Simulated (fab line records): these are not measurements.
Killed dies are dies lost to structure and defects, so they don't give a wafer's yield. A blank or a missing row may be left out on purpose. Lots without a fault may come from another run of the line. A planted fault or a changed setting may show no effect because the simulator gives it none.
Struck lot and sound lot, side by side :: flow nandHarc :: 41 steps out of a route of 1302
Sound: wafers L965.1, L965.5, L965.6. The struck wafers were L973.1, L973.3, L973.5. The cause is given at the end.
Each step with rows lists, per side, the tool, then ch with its chambers, then its first start. Under that, the readings that differ: sound wafers :: struck wafers :: difference of the means :: sigmas: that difference in standard deviations of wafers without a fault.
alike: readings with means less than 2 such deviations apart, plus words and numbers identical on both sides. not compared: withheld readings, readings lacking a value on some wafer, bounds such as >300 that could conceal the same value, and numbers that have no deviation in the record and whose values overlap.
The two part at a step that has a row with sigmas, a row that says differs or no value, or rows on one side only. When numbers do not overlap yet have no deviation, they are printed without sigmas and do not part them. A reading missing from all wafers of one side parts the sides only when that side holds two or more wafers.

NHARC_A_M1_INSPECT_11:
  sound on defectInspect-01 at day 24 03:21; struck on defectInspect-02 at day 27 14:40
  alike: rawDefectCount
then, 1 step without rows for these wafers: NHARC_A_M1_DESCUM_14 (chemistry O2, time 3 s).
NHARC_A_M1_ETCH_35: etches the open film in N2/H2, target depth 40 nm, overetch 12 nm, time 43.94 s.
  sound on rieDiel-10 ch 0,1, day 24 03:29; struck on rieDiel-12 ch 0,1,2, day 27 14:49
  alike: biasW, drypumpMotorCurrentA, oesProductAu, rfVppV, showerheadPlenumPTorr, throttleValvePct
  not compared: rfHoursCounterH
NHARC_A_M1_ETCH_15: etches the open film in C4F8/Ar, target depth 182.5 nm, time 91.2 s.
  sound: rieDiel-10 ch 0,1,2; struck: rieDiel-12 ch 0,2,3
reading: biasW (W)
sound: 301.5 300.9 300.4
struck: 299.6 299.4 298.1
difference: -1.9
sigmas: -2
  alike: oesProductAu, rfVppV
  not compared: rfHoursCounterH
NHARC_A_M1_CD_MEAS_16:
  sound on cdSem-01 at day 24 03:43; struck on cdSem-01 at day 27 15:01
reading: cdNm (nm)
sound: 120.5 120.0 120.8
struck: 119.6 119.3 118.6
difference: -1.3
sigmas: -2
then, 5 steps without rows for these wafers: NHARC_A_M1_STRIP_18 (strips in N2/H2); NHARC_A_M1_ETCH_28 (etches the open film in CF4/N2, target depth 30 nm, time 72.99 s); NHARC_A_M1_STRIP_19 (strips in post etch residue remover, time 600 s); NHARC_A_M1_DEGAS_29 (time 60 s); NHARC_A_M1_PRE_CLEAN_30 (time 30 s).
NHARC_A_M1_PVD_20: deposits TaN, target thk 5 nm, time 8.06 s.
  sound on pvdSputter-01; struck on pvdSputter-01
  alike: throttleValvePct
then, 1 step without rows for these wafers: NHARC_A_M1_PVD_21 (deposits Cu, target thk 30 nm, time 20.49 s).
NHARC_A_M1_ECD_22: material Cu, target thk 400 nm.
  sound on ecdCu-02 ch 0,1, day 24 05:07; struck on ecdCu-01 ch 0,1, day 27 16:09
then, 2 steps without rows for these wafers: NHARC_A_M1_ANNEAL_31 (time 90 s); NHARC_A_M1_CMP_23 (polishes, t overpolish 20 s, target thk 154.34 nm).
NHARC_A_M1_THK_MEAS_24: measures by xrf.
  sound on filmMetro-01 at day 24 06:11; struck on filmMetro-02 at day 27 17:08
  alike: thkNm
after that, 1 step had no rows for these wafers: NHARC_A_M1_SRD_25.
NHARC_A_M1_PRE_CLEAN_32: time 12 s.
  sound on pecvd-01 ch 0,1,2, day 24 06:26; struck on pecvd-01 ch 0,2, day 27 17:22
  alike: heaterPowerW
then, 1 step without rows for these wafers: NHARC_A_M1_DEP_33 (deposits SiCN, target thk 30 nm).
NHARC_A_BONDPAD_DEP_00: deposits SiCN, target thk 250 nm.
  sound on pecvd-04 ch 1,2, day 24 07:08; struck on pecvd-03 ch 1,2, day 27 18:00
  alike: heaterPowerW
then, 1 step without rows for these wafers: NHARC_A_BONDPAD_CMP_29 (polishes SiCN, target thk 200 nm).
NHARC_A_BONDPAD_THK_MEAS_30: measures by ellipsometry.
  sound on filmMetro-02 at day 24 07:43; struck on filmMetro-01 at day 27 18:39
  alike: thkNm
then, 10 steps without rows for these wafers: NHARC_A_BONDPAD_SRD_31; NHARC_A_BONDPAD_DEHYDRATE_01 (time 120 s); NHARC_A_BONDPAD_HMDS_02 (time 30 s); NHARC_A_BONDPAD_COAT_33 (time 65 s); NHARC_A_BONDPAD_COAT_03 (resist thk 600 nm); NHARC_A_BONDPAD_SOFTBAKE_04 (time 70 s); NHARC_A_BONDPAD_EBR_05; NHARC_A_BONDPAD_EXPOSE_06 (exposes mask A BPAD); NHARC_A_BONDPAD_PEB_07 (peb time 80 s); NHARC_A_BONDPAD_DEVELOP_08 (time 50 s).
NHARC_A_BONDPAD_CD_MEAS_09: the cd target is 500 nm.
  sound on cdSem-01 ch 0, day 24 08:18; struck on cdSem-03 ch 0, day 27 19:13
  alike: cdNm
NHARC_A_BONDPAD_OVL_MEAS_35:
  sound on overlay-02 at day 24 08:24; struck on overlay-01 at day 27 19:18
reading: overlayXNm (nm)
sound: -5 -5 -4
struck: 12 12 11
difference: +16
sigmas: +2
  alike: overlayYNm
then, 4 steps without rows for these wafers: NHARC_A_BONDPAD_HARDBAKE_10 (time 65 s); NHARC_A_BONDPAD_DESCUM_11 (chemistry O2, time 3 s); NHARC_A_BONDPAD_ETCH_34 (etches the open film in N2/H2, target depth 60 nm, overetch 18 nm, time 65.91 s); NHARC_A_BONDPAD_ETCH_12 (etches the open film in CHF3/O2, target depth 220 nm, time 110 s).
NHARC_A_BONDPAD_CD_MEAS_13:
  sound on cdSem-02 at day 24 08:50; struck on cdSem-03 at day 27 19:44
  alike: cdNm
then, 1 step without rows for these wafers: NHARC_A_BONDPAD_STRIP_15 (strips in O2).
NHARC_END_SORT_01:
  only the struck wafers appear in the record here, on prober-01 ch 0 at day 29 01:43; the sound ones have no rows

## WHERE THEY PART
Last at NHARC_END_SORT_01 as far as this record goes, first at NHARC_A_M1_ETCH_15.

WHY: whatever the simulator had introduced
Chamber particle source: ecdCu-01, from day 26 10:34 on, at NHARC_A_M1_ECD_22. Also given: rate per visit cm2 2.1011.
